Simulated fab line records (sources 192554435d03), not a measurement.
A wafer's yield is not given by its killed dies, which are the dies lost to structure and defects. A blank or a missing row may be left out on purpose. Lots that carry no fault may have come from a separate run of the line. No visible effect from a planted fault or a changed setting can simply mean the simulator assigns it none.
A lot that was struck, set against a sound lot / flow n5-finfet / 16 steps out of a route of 1938
Sound: these wafers, L281.1, L281.3, L281.6. Wafers L278.3, L278.5, L278.6 were the ones struck. At the end, the cause is stated.
At each step with rows: each side's tool, then ch and its chambers, then its first start. Under that, the readings that differ: sound wafers / struck wafers / difference of the means / sigmas: that difference in standard deviations of wafers without a fault.
alike: readings with means less than 2 such deviations apart, plus words and numbers identical on both sides. not compared: withheld readings, readings lacking a value on some wafer, bounds such as >300 that could conceal the same value, and numbers that have no deviation in the record and whose values overlap.
A row with sigmas, a row that says differs or no value, or rows on one side alone: a step with any of these is where the two part. Numbers that don't overlap but have no deviation are shown without sigmas and don't part them. A reading that every wafer of one side lacks parts them only if that side has two wafers or more.

first, 3 steps without rows for these wafers: N5_HKMG_FIN_EXPOSE_09 (exposes mask NWFM); N5_HKMG_FIN_PEB_10 (peb time 60 s); N5_HKMG_FIN_DEVELOP_11 (develop time 30 s).
N5_HKMG_FIN_CD_MEAS_12: target cd 92.8 nm.
  sound on cd-sem-02 ch 0, day 7 15:20; struck on cd-sem-01 ch 0, day 6 17:01
  alike: cd-nm
N5_HKMG_FIN_OVL_MEAS_13:
  sound on overlay-02 ch 0, day 7 15:22; struck on overlay-01 ch 0, day 6 17:03
  alike: NWFM_OVL
N5_HKMG_FIN_INSPECT_14: inspects for defects (macro).
  sound: defect-inspect-02 at day 7 15:23; struck: defect-inspect-02 at day 6 17:04
  alike: raw-defect-count
N5_HKMG_FIN_DESCUM_17: chemistry O2, time 7.9 s.
  sound on rie-diel-05 ch 0,1,2, day 7 15:25; struck on rie-diel-06 ch 0,3, day 6 17:06
  alike: drypump-motor-current-A, oes-product-au, rf-vpp-V, showerhead-plenum-p-Torr, throttle-valve-pct
  not compared: rf-hours-counter-h
N5_HKMG_FIN_ETCH_31: etches SiARC in CF4, target depth 45.5 nm, time 75.8 s.
  sound on rie-diel-05 ch 0,1,2, day 7 15:27; struck on rie-diel-06 ch 0,3, day 6 17:08
  alike: drypump-motor-current-A, etch-rf-on-time-s, oes-product-au, rf-vpp-V, showerhead-plenum-p-Torr, throttle-valve-pct
  not compared: rf-hours-counter-h
N5_HKMG_FIN_ETCH_32: etches SOC in N2/H2, target depth 240 nm, time 300 s.
  sound on rie-diel-05 ch 0,1,2, day 7 15:31; struck on rie-diel-06 ch 0,3, day 6 17:11
  alike: drypump-motor-current-A, oes-product-au, rf-vpp-V, showerhead-plenum-p-Torr, throttle-valve-pct
  not compared: rf-hours-counter-h
then, 1 step without rows for these wafers: N5_HKMG_FIN_STRIP_33 (strips in N2/H2).
N5_HKMG_FIN_STRIP_34: strips in CF4.
  sound on rie-diel-05 ch 0,1,2, day 7 15:42; struck on rie-diel-06 ch 0,3, day 6 17:23
reading=showerhead-plenum-p-Torr (Torr); sound=1.89 1.89 1.77; struck=1.72 1.68 1.72; difference=-0.14; sigmas=-2
  alike: bias-power-w, cf4-flow-sccm, drypump-motor-current-A, oes-product-au, rf-vpp-V, throttle-valve-pct
  not compared: rf-hours-counter-h
N5_HKMG_FIN_ETCH_35: etches SOC in N2/H2, target depth 215.8 nm, time 243.4 s.
  sound on rie-diel-05 ch 0,1,2, day 7 15:43; struck on rie-diel-06 ch 0,3, day 6 17:24
  alike: drypump-motor-current-A, oes-product-au, rf-vpp-V, showerhead-plenum-p-Torr, throttle-valve-pct
  not compared: rf-hours-counter-h
N5_HKMG_FIN_STRIP_92: strips SOC in N2/H2, time 20 s.
  sound on rie-diel-05 ch 0,1,2, day 7 15:52; struck on rie-diel-06 ch 0,3, day 6 17:33
  no value came back on the struck wafers for any of 7 readings (bias-power-w (W), chamber-pressure-mTorr (mTorr) and others); on the sound wafers bias-power-w (W) reads 7.971 7.977 8.003
reading=model.SOC_of_HKMG_FIN_COAT_29.thk-nm (nm); sound=83.4 67.8 79.4; struck=87.6 85.4 84.4; difference=+8.9; sigmas=
  not compared: rf-hours-counter-h
then, 1 step without rows for these wafers: N5_HKMG_FIN_WET_ETCH_18 (etches TiN in SC1, time 55 s, target depth 5.2 nm, rinse time 30 s).
-- record jumps: 4 days separate the struck wafers' starts on either side; left off in module HKMG_FIN, taken up again in module BEOL_M4, whose first shown step is the route's number 1111 --
N5_BEOL_M4_RC_MEAS_101:
  sound on prober-02 ch 0, day 11 04:59; struck on prober-02 ch 0, day 10 11:00
  alike: DIBL_N, DIBL_P, IOFF_N, IOFF_P, ION_N, ION_P, SS_N, SS_P, VT_N, VT_P
-- record jumps: 4 days separate the struck wafers' starts on either side; left off in module BEOL_M4, taken up again in module PASSIVATION, whose first shown step is the route's number 1936 --
N5_PASSIVATION_PROBE_49:
  sound: prober-01 at day 15 06:58; struck: prober-01 at day 14 14:29
reading=killed-open; sound=60 54 51; struck=87 73 88; difference=+28; sigmas=+2
  alike: defect-limited-yield, killed_at_M0_to_M3, killed_at_M4_up, killed-at-contacts, killed-at-front-end, killed-at-other, killed-dies, killed-short, sort_bin_5_function, sort_bin_6_memory, sort-n-pass, sort-yield-pct

== WHERE THEY PART ==
At N5_HKMG_FIN_STRIP_34 first; at N5_PASSIVATION_PROBE_49 last (within this record only).

WHY: what the simulator had put in
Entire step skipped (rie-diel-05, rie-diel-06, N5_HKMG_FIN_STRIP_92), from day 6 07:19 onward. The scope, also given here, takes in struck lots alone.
